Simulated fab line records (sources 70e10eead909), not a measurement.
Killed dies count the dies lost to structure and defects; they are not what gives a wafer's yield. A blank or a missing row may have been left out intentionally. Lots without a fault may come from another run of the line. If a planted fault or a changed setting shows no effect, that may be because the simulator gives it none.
Comparing a struck lot with a sound one + flow nand harc + 14 steps out of a route of 1302
Sound: the wafers L135.1, L135.2, L135.5. Struck: wafers L144.1, L144.2, L144.5. Last of all comes the cause.
At each step with rows: each side's tool, then ch and its chambers, then its first start. Under that, the readings that differ: sound wafers + struck wafers + difference of the means + sigmas: that difference in standard deviations of wafers without a fault.
alike: words and numbers the same on both sides, and readings whose means are apart by under 2 such deviations; not compared: readings that were withheld, readings missing a value for some wafer, numbers with overlapping values and no deviation given by the record, and bounds like >300 which may hide the same value.
The two part at a step that has a row with sigmas, a row that says differs or no value, or rows on one side only. Non-overlapping numbers with no deviation appear without sigmas and do not part them. A reading missing from all wafers of one side parts the sides only when that side holds two or more wafers.

NHARC_A_ONON_D2_THK_MEAS_21: measures by ellipsometry.
  sound on film metro-01, day 14 10:39; struck on film metro-01, day 18 01:27
  alike: thk nm
then, 1 step without rows for these wafers: NHARC_A_ONON_D2_DEP_22 (target thk 1000 nm).
NHARC_A_ONON_D2_THK_MEAS_24: measures by ellipsometry.
  sound on film metro-01, day 14 11:13; struck on film metro-01, day 18 02:01
  alike: thk nm
then, 1 step without rows for these wafers: NHARC_A_ONON_D2_DEP_25 (target thk 1000 nm).
NHARC_A_ONON_D2_THK_MEAS_27: measures by ellipsometry.
  sound on film metro-01, day 14 11:49; struck on film metro-02, day 18 02:35
  alike: thk nm
then, 1 step without rows for these wafers: NHARC_A_ONON_D2_DEP_28 (target thk 1000 nm).
NHARC_A_ONON_D2_THK_MEAS_30: measures by ellipsometry.
  sound on film metro-02, day 14 12:23; struck on film metro-01, day 18 03:09
  alike: thk nm
NHARC_A_ONON_D2_DEP_33: deposits SiO2, target thk 200 nm.
  sound on pecvd-04 ch 0,1,2, day 14 12:26; struck on pecvd-01 ch 0,1, day 18 03:13
  alike: chamber pressure Torr, flow sccm, heater power w, showerhead vpp V, throttle valve pct
  not compared: since wet clean h
NHARC_A_ONON_D2_THK_MEAS_34: measures by ellipsometry.
  sound on film metro-01, day 14 12:52; struck on film metro-01, day 18 03:38
  alike: thk nm
NHARC_A_ONON_D2_INSPECT_32:
  sound on defect inspect-01, day 14 12:56; struck on defect inspect-02, day 18 03:41
  alike: raw defect count
NHARC_A_CHANNEL_HOLE_D2_DEP_00: deposits aC, target thk 3100 nm.
  sound on acl dep-01 ch 0, day 14 13:01; struck on acl dep-02 ch 0, day 18 03:47
| reading              | sound                | struck | difference                    | sigmas |
|----------------------|----------------------|--------|-------------------------------|--------|
| susceptor temp C (C) | 399.87 399.74 399.76 | - - -  | no value on the struck wafers |        |
  alike: throttle valve pct
NHARC_A_CHANNEL_HOLE_D2_DEP_01: deposits SiON, target thk 140 nm.
  sound on pecvd-02 ch 0,1, day 14 14:56; struck on pecvd-01 ch 0,1, day 18 05:43
  no value came back on the struck wafers for chamber pressure Torr (Torr), heater power outer w (W), heater power w (W), showerhead vpp V (V); on the sound wafers chamber pressure Torr (Torr) reads 3.492 3.504 3.487
  not compared: since wet clean h
then, 1 step without rows for these wafers: NHARC_A_CHANNEL_HOLE_D2_DEHYDRATE_02 (time 120 s).
-- jump in the record: it breaks off in module A_CHANNEL_HOLE_D2 and resumes in module END (first step shown: number 1302 of the route), and 12 days separate the struck wafers' starts before and after --
NHARC_END_SORT_01:
  here the record holds rows for the struck wafers (prober-02 ch 0, day 30 03:19) but none for the sound ones

WHERE THEY PART
At NHARC_A_CHANNEL_HOLE_D2_DEP_00 first; at NHARC_END_SORT_01 last (within this record only).

WHY: what had been put in by the simulator
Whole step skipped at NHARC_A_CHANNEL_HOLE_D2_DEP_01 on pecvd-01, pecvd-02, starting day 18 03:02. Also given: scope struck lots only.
